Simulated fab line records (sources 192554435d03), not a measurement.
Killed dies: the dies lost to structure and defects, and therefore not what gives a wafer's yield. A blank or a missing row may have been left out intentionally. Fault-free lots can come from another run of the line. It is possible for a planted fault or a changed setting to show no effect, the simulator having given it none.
What tool caused it? || flow n5 finfet || 10 lots with 23 wafers sampled at 7 steps, on a route of 1938 steps

## WHAT THE GAUGES SHOWED, per wafer
N5_PMOS_HMC_CHANNEL_EPI_INSPECT_30: inspects for defects (darkfield). Usual: raw defect count 19, standard deviation 6.9.
{"lot": "L112", "measured": "day 1 20:12", "on": "defect inspect-02", "raw defect count": "12 33 19", "flag": ""}
{"lot": "L114", "measured": "day 2 09:24", "on": "defect inspect-02", "raw defect count": "20 28", "flag": ""}
{"lot": "L115", "measured": "day 2 14:44", "on": "defect inspect-02", "raw defect count": "30 28 35", "flag": ""}
{"lot": "L116", "measured": "day 2 20:43", "on": "defect inspect-01", "raw defect count": "14 8 12", "flag": ""}
{"lot": "L121", "measured": "day 4 02:49", "on": "defect inspect-01", "raw defect count": "23 11", "flag": ""}
{"lot": "L122", "measured": "day 4 08:39", "on": "defect inspect-01", "raw defect count": "13 21", "flag": ""}
{"lot": "L123", "measured": "day 4 15:04", "on": "defect inspect-02", "raw defect count": "26 27", "flag": ""}
{"lot": "L124", "measured": "day 4 20:25", "on": "defect inspect-02", "raw defect count": "8 29", "flag": ""}
{"lot": "L128", "measured": "day 5 21:20", "on": "defect inspect-02", "raw defect count": "21 27", "flag": ""}
{"lot": "L131", "measured": "day 6 14:08", "on": "defect inspect-01", "raw defect count": "26 19", "flag": ""}

N5_FIN_SAQP_OVL_MEAS_17. Usual: FIN_CORE_OVL typically reads 0.2 nm, with standard deviation 0.87.
{"lot": "L112", "measured": "day 1 21:40", "on": "overlay-02", "FIN_CORE_OVL (nm)": "0.0 0.0 0.4", "flag": ""}
{"lot": "L114", "measured": "day 2 10:47", "on": "overlay-02", "FIN_CORE_OVL (nm)": "0.3 -0.3", "flag": ""}
{"lot": "L115", "measured": "day 2 16:08", "on": "overlay-02", "FIN_CORE_OVL (nm)": "0.3 -1.1 -0.5", "flag": ""}
{"lot": "L116", "measured": "day 2 22:05", "on": "overlay-01", "FIN_CORE_OVL (nm)": "0.1 -0.2 0.7", "flag": ""}
{"lot": "L121", "measured": "day 4 04:20", "on": "overlay-01", "FIN_CORE_OVL (nm)": "-0.7 -0.2", "flag": ""}
{"lot": "L122", "measured": "day 4 09:53", "on": "overlay-01", "FIN_CORE_OVL (nm)": "1.4 0.8", "flag": ""}
{"lot": "L123", "measured": "day 4 16:40", "on": "overlay-01", "FIN_CORE_OVL (nm)": "1.2 2.0", "flag": ""}
{"lot": "L124", "measured": "day 5 00:29", "on": "overlay-01", "FIN_CORE_OVL (nm)": "-0.3 -0.5", "flag": ""}
{"lot": "L128", "measured": "day 5 23:35", "on": "overlay-01", "FIN_CORE_OVL (nm)": "-0.1 -0.1", "flag": ""}
{"lot": "L131", "measured": "day 6 15:43", "on": "overlay-02", "FIN_CORE_OVL (nm)": "0.9 0.2", "flag": ""}

N5_FIN_SAQP_INSPECT_40: inspects for defects (brightfield). Usual: raw defect count 229, standard deviation 59.
{"lot": "L112", "measured": "day 2 02:36", "on": "defect inspect-02", "raw defect count": "164 250 316", "flag": ""}
{"lot": "L114", "measured": "day 2 15:09", "on": "defect inspect-02", "raw defect count": "309 295", "flag": ""}
{"lot": "L115", "measured": "day 2 20:28", "on": "defect inspect-02", "raw defect count": "241 262 218", "flag": ""}
{"lot": "L116", "measured": "day 3 03:36", "on": "defect inspect-01", "raw defect count": "313 192 237", "flag": ""}
{"lot": "L121", "measured": "day 4 09:10", "on": "defect inspect-02", "raw defect count": "1912 273", "flag": "OFF"}
{"lot": "L122", "measured": "day 4 14:52", "on": "defect inspect-01", "raw defect count": "1950 1791", "flag": "OFF"}
{"lot": "L123", "measured": "day 4 20:53", "on": "defect inspect-02", "raw defect count": "1810 1823", "flag": "OFF"}
{"lot": "L124", "measured": "day 5 10:22", "on": "defect inspect-01", "raw defect count": "200 154", "flag": ""}
{"lot": "L128", "measured": "day 6 04:37", "on": "defect inspect-01", "raw defect count": "269 354", "flag": ""}
{"lot": "L131", "measured": "day 6 20:19", "on": "defect inspect-01", "raw defect count": "254 293", "flag": ""}

N5_BEOL_M4_RC_MEAS_101. Usual: DIBL_N 36.9 mV/V, standard deviation 2.1; DIBL_P 37.1 mV/V, standard deviation 2.5; IOFF_N 0.17 nA/um, standard deviation 0.039; IOFF_P 0.23 nA/um, standard deviation 0.043; ION_N 673 uA/um, standard deviation 15; ION_P 462 uA/um, standard deviation 9.1; SS_N 71.8 mV/dec, standard deviation 0.69; SS_P 73.6 mV/dec, standard deviation 0.74; VT_N 250 mV, standard deviation 3.6; VT_P -249.7 mV, standard deviation 2.9.
{"lot": "L112", "measured": "day 8 17:35", "on": "prober-01", "DIBL_N (mV/V)": "37.9 39.5 37.5", "DIBL_P (mV/V)": "37.0 40.3 36.5", "IOFF_N (nA/um)": "0.18 0.22 0.16", "IOFF_P (nA/um)": "0.19 0.23 0.17", "ION_N (uA/um)": "674 687 664", "ION_P (uA/um)": "447 456 444", "SS_N (mV/dec)": "71.8 71.9 72.2", "SS_P (mV/dec)": "73.2 74.3 73.8", "VT_N (mV)": "248 247 253", "VT_P (mV)": "-249.9 -250.1 -252.8", "flag": ""}
{"lot": "L114", "measured": "day 8 13:13", "on": "prober-02", "DIBL_N (mV/V)": "40.9 39.4", "DIBL_P (mV/V)": "43.9 41.2", "IOFF_N (nA/um)": "0.29 0.23", "IOFF_P (nA/um)": "0.35 0.29", "ION_N (uA/um)": "703 682", "ION_P (uA/um)": "476 461", "SS_N (mV/dec)": "72.5 72.1", "SS_P (mV/dec)": "75.0 74.2", "VT_N (mV)": "241 245", "VT_P (mV)": "-245.6 -245.4", "flag": ""}
{"lot": "L115", "measured": "day 8 12:47", "on": "prober-01", "DIBL_N (mV/V)": "33.5 35.6 35.8", "DIBL_P (mV/V)": "33.0 35.0 35.6", "IOFF_N (nA/um)": "0.12 0.15 0.14", "IOFF_P (nA/um)": "0.17 0.19 0.19", "ION_N (uA/um)": "677 665 667", "ION_P (uA/um)": "465 453 452", "SS_N (mV/dec)": "70.8 71.1 70.7", "SS_P (mV/dec)": "72.1 72.9 73.2", "VT_N (mV)": "254 249 251", "VT_P (mV)": "-252.8 -252.3 -250.6", "flag": ""}
{"lot": "L116", "measured": "day 9 05:56", "on": "prober-02", "DIBL_N (mV/V)": "35.4 34.6 37.6", "DIBL_P (mV/V)": "35.1 34.5 37.6", "IOFF_N (nA/um)": "0.14 0.14 0.18", "IOFF_P (nA/um)": "0.20 0.19 0.22", "ION_N (uA/um)": "662 659 683", "ION_P (uA/um)": "456 451 469", "SS_N (mV/dec)": "71.9 72.0 72.3", "SS_P (mV/dec)": "74.4 73.8 74.3", "VT_N (mV)": "255 254 251", "VT_P (mV)": "-251.6 -250.6 -250.2", "flag": ""}
{"lot": "L121", "measured": "day 10 09:11", "on": "prober-01", "DIBL_N (mV/V)": 35.8, "DIBL_P (mV/V)": 34.8, "IOFF_N (nA/um)": 0.14, "IOFF_P (nA/um)": 0.21, "ION_N (uA/um)": 682, "ION_P (uA/um)": 467, "SS_N (mV/dec)": 70.4, "SS_P (mV/dec)": 73.4, "VT_N (mV)": 250, "VT_P (mV)": -249.3, "flag": ""}
{"lot": "L124", "measured": "day 11 02:46", "on": "prober-02", "DIBL_N (mV/V)": "37.6 35.9", "DIBL_P (mV/V)": "40.2 36.7", "IOFF_N (nA/um)": "0.22 0.16", "IOFF_P (nA/um)": "0.29 0.21", "ION_N (uA/um)": "682 663", "ION_P (uA/um)": "468 455", "SS_N (mV/dec)": "72.4 72.2", "SS_P (mV/dec)": "73.5 73.3", "VT_N (mV)": "249 254", "VT_P (mV)": "-247.1 -252.4", "flag": ""}
{"lot": "L128", "measured": "day 12 08:41", "on": "prober-01", "DIBL_N (mV/V)": "38.7 40.3", "DIBL_P (mV/V)": "39.0 41.2", "IOFF_N (nA/um)": "0.19 0.20", "IOFF_P (nA/um)": "0.24 0.27", "ION_N (uA/um)": "689 695", "ION_P (uA/um)": "465 474", "SS_N (mV/dec)": "72.4 72.6", "SS_P (mV/dec)": "72.8 73.8", "VT_N (mV)": "246 246", "VT_P (mV)": "-249.5 -246.3", "flag": ""}
{"lot": "L131", "measured": "day 12 20:08", "on": "prober-01", "DIBL_N (mV/V)": "40.9 39.5", "DIBL_P (mV/V)": "43.4 40.8", "IOFF_N (nA/um)": "0.28 0.22", "IOFF_P (nA/um)": "0.34 0.28", "ION_N (uA/um)": "707 682", "ION_P (uA/um)": "486 456", "SS_N (mV/dec)": "74.2 73.1", "SS_P (mV/dec)": "75.1 75.3", "VT_N (mV)": "243 244", "VT_P (mV)": "-244.5 -247.6", "flag": ""}

## WHICH TOOL RAN EACH LOT (tool, then ch and the chambers of the sampled wafers, then the start)
{"lot": "L112", "N5_FIN_SAQP_MANDREL_ETCH_22": "rie si-03 ch 0,1, day 1 22:00", "N5_FIN_SAQP_SPACER1_ETCHBACK_25": "rie diel-05 ch 0,1,2, day 2 00:10", "N5_FIN_SAQP_RECESS_71": "vapor etch-01 ch 0,1, day 2 01:14"}
{"lot": "L114", "N5_FIN_SAQP_MANDREL_ETCH_22": "rie si-05 ch 2,3, day 2 11:08", "N5_FIN_SAQP_SPACER1_ETCHBACK_25": "rie diel-05 ch 1,2, day 2 12:39", "N5_FIN_SAQP_RECESS_71": "vapor etch-02 ch 0,1, day 2 13:52"}
{"lot": "L115", "N5_FIN_SAQP_MANDREL_ETCH_22": "rie si-05 ch 0,2, day 2 16:28", "N5_FIN_SAQP_SPACER1_ETCHBACK_25": "rie diel-06 ch 0,1, day 2 18:03", "N5_FIN_SAQP_RECESS_71": "vapor etch-02 ch 0,1, day 2 19:13"}
{"lot": "L116", "N5_FIN_SAQP_MANDREL_ETCH_22": "rie si-03 ch 2,3, day 2 22:25", "N5_FIN_SAQP_SPACER1_ETCHBACK_25": "rie diel-05 ch 1,2,3, day 3 00:56", "N5_FIN_SAQP_RECESS_71": "vapor etch-01 ch 0,1, day 3 02:14"}
{"lot": "L121", "N5_FIN_SAQP_MANDREL_ETCH_22": "rie si-05 ch 0,1, day 4 04:40", "N5_FIN_SAQP_SPACER1_ETCHBACK_25": "rie diel-05 ch 0,3, day 4 06:11", "N5_FIN_SAQP_RECESS_71": "vapor etch-02 ch 0,1, day 4 07:32"}
{"lot": "L122", "N5_FIN_SAQP_MANDREL_ETCH_22": "rie si-05 ch 0,1, day 4 10:34", "N5_FIN_SAQP_SPACER1_ETCHBACK_25": "rie diel-06 ch 0,2, day 4 12:29", "N5_FIN_SAQP_RECESS_71": "vapor etch-01 ch 0,1, day 4 13:37"}
{"lot": "L123", "N5_FIN_SAQP_MANDREL_ETCH_22": "rie si-05 ch 1,3, day 4 17:01", "N5_FIN_SAQP_SPACER1_ETCHBACK_25": "rie diel-06 ch 0,2, day 4 18:33", "N5_FIN_SAQP_RECESS_71": "vapor etch-02 ch 0,1, day 4 19:38"}
{"lot": "L124", "N5_FIN_SAQP_MANDREL_ETCH_22": "rie si-01 ch 2, day 5 00:49", "N5_FIN_SAQP_SPACER1_ETCHBACK_25": "rie diel-03 ch 2,3, day 5 06:03", "N5_FIN_SAQP_RECESS_71": "vapor etch-01 ch 0,1, day 5 07:27"}
{"lot": "L128", "N5_FIN_SAQP_MANDREL_ETCH_22": "rie si-03 ch 0,3, day 6 00:07", "N5_FIN_SAQP_SPACER1_ETCHBACK_25": "rie diel-05 ch 2,3, day 6 01:46", "N5_FIN_SAQP_RECESS_71": "vapor etch-01 ch 1, day 6 03:05"}
{"lot": "L131", "N5_FIN_SAQP_MANDREL_ETCH_22": "rie si-01 ch 0,3, day 6 16:10", "N5_FIN_SAQP_SPACER1_ETCHBACK_25": "rie diel-03 ch 2,3, day 6 17:47", "N5_FIN_SAQP_RECESS_71": "vapor etch-02 ch 0,1, day 6 19:04"}
- N5_FIN_SAQP_MANDREL_ETCH_22: etches a-Si in HBr/Cl2, stops on SiNx, target depth 60 nm, bt time 10 s, time 30 s.
- N5_FIN_SAQP_SPACER1_ETCHBACK_25: etches SiO2 in CHF3/O2, target depth 24.4 nm, time 12.2 s.
- N5_FIN_SAQP_RECESS_71: chemistry HF/NH3, target SiO2, target depth 3 nm, afs cycles 1, sublimation time 60 s.

## AS READ BY THE TOOLS THEMSELVES (means over the sampled wafers that have a number; for cases with no such wafer, the mark the record gives instead)
N5_FIN_SAQP_MANDREL_ETCH_22. Usual: HBr_flow_sccm 150.0 sccm, standard deviation 0.42; drypump motor current A 5.7 A, standard deviation 0.51; oes product au 0.765 a.u., standard deviation 0.012; throttle valve pct 35.4 %, standard deviation 0.31.
{"lot": "L112", "tool": "rie si-03", "HBr_flow_sccm (sccm)": 150.2, "drypump motor current A (A)": 5.5, "oes product au (a.u.)": 0.757, "throttle valve pct (%)": 35.6, "flag": ""}
{"lot": "L114", "tool": "rie si-05", "HBr_flow_sccm (sccm)": 149.7, "drypump motor current A (A)": 5.2, "oes product au (a.u.)": 0.760, "throttle valve pct (%)": 35.5, "flag": ""}
{"lot": "L115", "tool": "rie si-05", "HBr_flow_sccm (sccm)": 150.3, "drypump motor current A (A)": 5.8, "oes product au (a.u.)": 0.764, "throttle valve pct (%)": 35.4, "flag": ""}
{"lot": "L116", "tool": "rie si-03", "HBr_flow_sccm (sccm)": 150.0, "drypump motor current A (A)": 5.7, "oes product au (a.u.)": 0.774, "throttle valve pct (%)": 35.1, "flag": ""}
{"lot": "L121", "tool": "rie si-05", "HBr_flow_sccm (sccm)": 150.1, "drypump motor current A (A)": 6.3, "oes product au (a.u.)": 0.733, "throttle valve pct (%)": 35.6, "flag": ""}
{"lot": "L122", "tool": "rie si-05", "HBr_flow_sccm (sccm)": 150.1, "drypump motor current A (A)": 6.3, "oes product au (a.u.)": 0.669, "throttle valve pct (%)": 35.8, "flag": "OFF"}
{"lot": "L123", "tool": "rie si-05", "HBr_flow_sccm (sccm)": 149.8, "drypump motor current A (A)": 5.7, "oes product au (a.u.)": 0.659, "throttle valve pct (%)": 35.8, "flag": "OFF"}
{"lot": "L124", "tool": "rie si-01", "HBr_flow_sccm (sccm)": 150.5, "drypump motor current A (A)": 5.7, "oes product au (a.u.)": 0.767, "throttle valve pct (%)": 35.2, "flag": ""}
{"lot": "L128", "tool": "rie si-03", "HBr_flow_sccm (sccm)": 150.1, "drypump motor current A (A)": 5.5, "oes product au (a.u.)": 0.772, "throttle valve pct (%)": 35.4, "flag": ""}
{"lot": "L131", "tool": "rie si-01", "HBr_flow_sccm (sccm)": 150.0, "drypump motor current A (A)": 5.7, "oes product au (a.u.)": 0.766, "throttle valve pct (%)": 35.7, "flag": ""}

N5_FIN_SAQP_SPACER1_ETCHBACK_25. Usual: O2_flow_sccm 5.000 sccm, standard deviation 0.015; drypump motor current A 5.5 A, standard deviation 0.51; oes product au 0.77 a.u., standard deviation 0.099; rf vpp V 520 V, standard deviation 13; showerhead plenum p Torr 2.41 Torr, standard deviation 0.059; throttle valve pct 18.99 %, standard deviation 0.22.
{"lot": "L112", "tool": "rie diel-05", "O2_flow_sccm (sccm)": 5.008, "drypump motor current A (A)": 5.3, "oes product au (a.u.)": 0.72, "rf vpp V (V)": 519, "showerhead plenum p Torr (Torr)": 2.39, "throttle valve pct (%)": 19.08, "flag": ""}
{"lot": "L114", "tool": "rie diel-05", "O2_flow_sccm (sccm)": 4.981, "drypump motor current A (A)": 4.9, "oes product au (a.u.)": 0.73, "rf vpp V (V)": 520, "showerhead plenum p Torr (Torr)": 2.40, "throttle valve pct (%)": 18.95, "flag": ""}
{"lot": "L115", "tool": "rie diel-06", "O2_flow_sccm (sccm)": 4.983, "drypump motor current A (A)": 5.5, "oes product au (a.u.)": 0.69, "rf vpp V (V)": 511, "showerhead plenum p Torr (Torr)": 2.46, "throttle valve pct (%)": 18.99, "flag": ""}
{"lot": "L116", "tool": "rie diel-05", "O2_flow_sccm (sccm)": 5.013, "drypump motor current A (A)": 5.3, "oes product au (a.u.)": 0.73, "rf vpp V (V)": 520, "showerhead plenum p Torr (Torr)": 2.40, "throttle valve pct (%)": 18.98, "flag": ""}
{"lot": "L121", "tool": "rie diel-05", "O2_flow_sccm (sccm)": 5.014, "drypump motor current A (A)": 6.0, "oes product au (a.u.)": 0.62, "rf vpp V (V)": 520, "showerhead plenum p Torr (Torr)": 2.38, "throttle valve pct (%)": 18.91, "flag": ""}
{"lot": "L122", "tool": "rie diel-06", "O2_flow_sccm (sccm)": 5.013, "drypump motor current A (A)": 5.0, "oes product au (a.u.)": 0.31, "rf vpp V (V)": 508, "showerhead plenum p Torr (Torr)": 2.42, "throttle valve pct (%)": 18.73, "flag": "OFF"}
{"lot": "L123", "tool": "rie diel-06", "O2_flow_sccm (sccm)": 5.000, "drypump motor current A (A)": 5.0, "oes product au (a.u.)": 0.30, "rf vpp V (V)": 508, "showerhead plenum p Torr (Torr)": 2.42, "throttle valve pct (%)": 18.72, "flag": "OFF"}
{"lot": "L124", "tool": "rie diel-03", "O2_flow_sccm (sccm)": 4.992, "drypump motor current A (A)": 5.7, "oes product au (a.u.)": 0.85, "rf vpp V (V)": 535, "showerhead plenum p Torr (Torr)": 2.46, "throttle valve pct (%)": 18.79, "flag": ""}
{"lot": "L128", "tool": "rie diel-05", "O2_flow_sccm (sccm)": 5.021, "drypump motor current A (A)": 5.4, "oes product au (a.u.)": 0.73, "rf vpp V (V)": 510, "showerhead plenum p Torr (Torr)": 2.36, "throttle valve pct (%)": 19.01, "flag": ""}
{"lot": "L131", "tool": "rie diel-03", "O2_flow_sccm (sccm)": 5.009, "drypump motor current A (A)": 5.7, "oes product au (a.u.)": 0.81, "rf vpp V (V)": 536, "showerhead plenum p Torr (Torr)": 2.46, "throttle valve pct (%)": 18.83, "flag": ""}

N5_FIN_SAQP_RECESS_71. Usual: drypump motor current A 5.69 A, standard deviation 0.29; sublimation temp c 179.96 C, standard deviation 0.15.
{"lot": "L112", "tool": "vapor etch-01", "drypump motor current A (A)": 5.79, "sublimation temp c (C)": 179.98, "flag": ""}
{"lot": "L114", "tool": "vapor etch-02", "drypump motor current A (A)": 5.61, "sublimation temp c (C)": 180.09, "flag": ""}
{"lot": "L115", "tool": "vapor etch-02", "drypump motor current A (A)": 5.74, "sublimation temp c (C)": 179.81, "flag": ""}
{"lot": "L116", "tool": "vapor etch-01", "drypump motor current A (A)": 5.72, "sublimation temp c (C)": 179.97, "flag": ""}
{"lot": "L121", "tool": "vapor etch-02", "drypump motor current A (A)": 5.61, "sublimation temp c (C)": 179.94, "flag": ""}
{"lot": "L122", "tool": "vapor etch-01", "drypump motor current A (A)": 5.75, "sublimation temp c (C)": 179.69, "flag": ""}
{"lot": "L123", "tool": "vapor etch-02", "drypump motor current A (A)": 5.62, "sublimation temp c (C)": 179.93, "flag": ""}
{"lot": "L124", "tool": "vapor etch-01", "drypump motor current A (A)": 5.76, "sublimation temp c (C)": 179.99, "flag": ""}
{"lot": "L128", "tool": "vapor etch-01", "drypump motor current A (A)": 5.91, "sublimation temp c (C)": 180.04, "flag": ""}
{"lot": "L131", "tool": "vapor etch-02", "drypump motor current A (A)": 5.61, "sublimation temp c (C)": 180.01, "flag": ""}

## THE ANSWER, worked out from the rows above alone
Rule: a lot counts as off when the mean over its wafers that have a number is more than 3 standard deviations away from the usual mean. Also off: a lot with no number at a reading for which 4 or more lots have one. The other lots that the step has rows for count as sound. First the gauges in route order, then the tools' own readings, where a lot's mean is used as printed above. The first step at which some lot is off is used, and at that step the reading that is off furthest; a lot without a number counts as furthest.
Off, at N5_FIN_SAQP_INSPECT_40 on raw defect count: L121, L122, L123.
If a tool, at a process step before that reading, ran all the lots that are off and no sound lot after the first of them, it fits. The gauges at N5_FIN_SAQP_INSPECT_40 are tried like those tools. One candidate fits, namely rie si-05 at N5_FIN_SAQP_MANDREL_ETCH_22. Its last sound lot is L115 (day 2 16:28), its first lot that is off L121 (day 4 04:40): a fault that began between those two fits.
On the lots that are off, the tool's own readings at N5_FIN_SAQP_MANDREL_ETCH_22 differ by more than 5 times the standard deviation of the sound lots' means, which bears it out; oes product au reads 0.687 a.u. there versus 0.766 a.u. on the sound lots.

## WHAT THE SIMULATOR PUT IN
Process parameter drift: rie si-05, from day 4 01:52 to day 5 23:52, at N5_FIN_SAQP_MANDREL_ETCH_22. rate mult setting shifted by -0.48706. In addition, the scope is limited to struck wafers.
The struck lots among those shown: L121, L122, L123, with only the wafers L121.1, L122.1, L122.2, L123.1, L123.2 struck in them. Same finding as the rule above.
